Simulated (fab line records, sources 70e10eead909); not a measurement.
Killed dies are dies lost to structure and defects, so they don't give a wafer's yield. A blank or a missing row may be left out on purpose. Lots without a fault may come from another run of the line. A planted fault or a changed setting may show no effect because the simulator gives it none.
Which tool did it? | flow nand_harc | 24 lots, 72 wafers sampled, at 1 step of a route of 1159

WHAT THE GAUGES READ, wafer by wafer
NHARC_A_CONTACT_INSPECT_44. Usual: raw_defect_count 28, standard deviation 16.
lot  | measured     | on                | raw_defect_count | flag
L074 | day 16 06:01 | defect_inspect-02 | 26 21 19         |
L075 | day 16 11:32 | defect_inspect-02 | 18 30 21         |
L077 | day 16 16:19 | defect_inspect-01 | 21 19 15         |
L076 | day 16 16:54 | defect_inspect-02 | 21 21 26         |
L078 | day 17 18:10 | defect_inspect-01 | 28 21 34         |
L079 | day 17 22:17 | defect_inspect-02 | 6 9 11           |
L080 | day 18 05:53 | defect_inspect-02 | 29 21 22         |
L082 | day 18 08:27 | defect_inspect-01 | 34 37 45         |
L081 | day 18 11:30 | defect_inspect-01 | 9 13 7           |
L083 | day 19 01:12 | defect_inspect-01 | 38 46 37         |
L084 | day 19 07:03 | defect_inspect-01 | 17 8 16          |
L087 | day 19 08:53 | defect_inspect-01 | 11 11 11         |
L085 | day 19 16:39 | defect_inspect-01 | 34 44 48         |
L086 | day 19 20:49 | defect_inspect-02 | 23 23 29         |
L088 | day 19 22:50 | defect_inspect-02 | 10 10 11         |
L089 | day 19 23:04 | defect_inspect-01 | 51 50 45         |
L091 | day 20 09:11 | defect_inspect-01 | 33 23 37         |
L090 | day 20 10:12 | defect_inspect-01 | 19 25 30         |
L092 | day 21 01:04 | defect_inspect-01 | 30 47 36         |
L094 | day 21 12:45 | defect_inspect-01 | 71 48 66         |
L096 | day 21 16:46 | defect_inspect-01 | 13 13 5          |
L095 | day 21 19:48 | defect_inspect-02 | 15 13 11         |
L093 | day 21 20:50 | defect_inspect-02 | 62 63 51         |
L097 | day 22 11:09 | defect_inspect-01 | 32 50 38         |

WHICH TOOL RAN EACH LOT (tool, then ch and the chambers of the sampled wafers, then the start)
The record holds no process step before these readings.

WHAT THE TOOLS THEMSELVES READ (means of the sampled wafers that have a number; where no wafer has one, the mark that the record gives instead)
The record holds no such reading with a usual standard deviation.

THE ANSWER, worked out from the rows above alone
Rule: a lot is off if the mean of its wafers that have a number lies more than 3 standard deviations from the usual mean. A lot without any number at a reading at which 4 lots or more have one is off too. The other lots that the step has rows for count as sound. The gauges are gone through in route order, then the tools' own readings, and for those a lot's mean is taken as printed above. The first step at which some lot is off is used, and at that step the reading that is off furthest; a lot without a number counts as furthest.
No lot is off at any reading shown: from this, nothing can be told.

WHAT THE SIMULATOR HAD PUT IN
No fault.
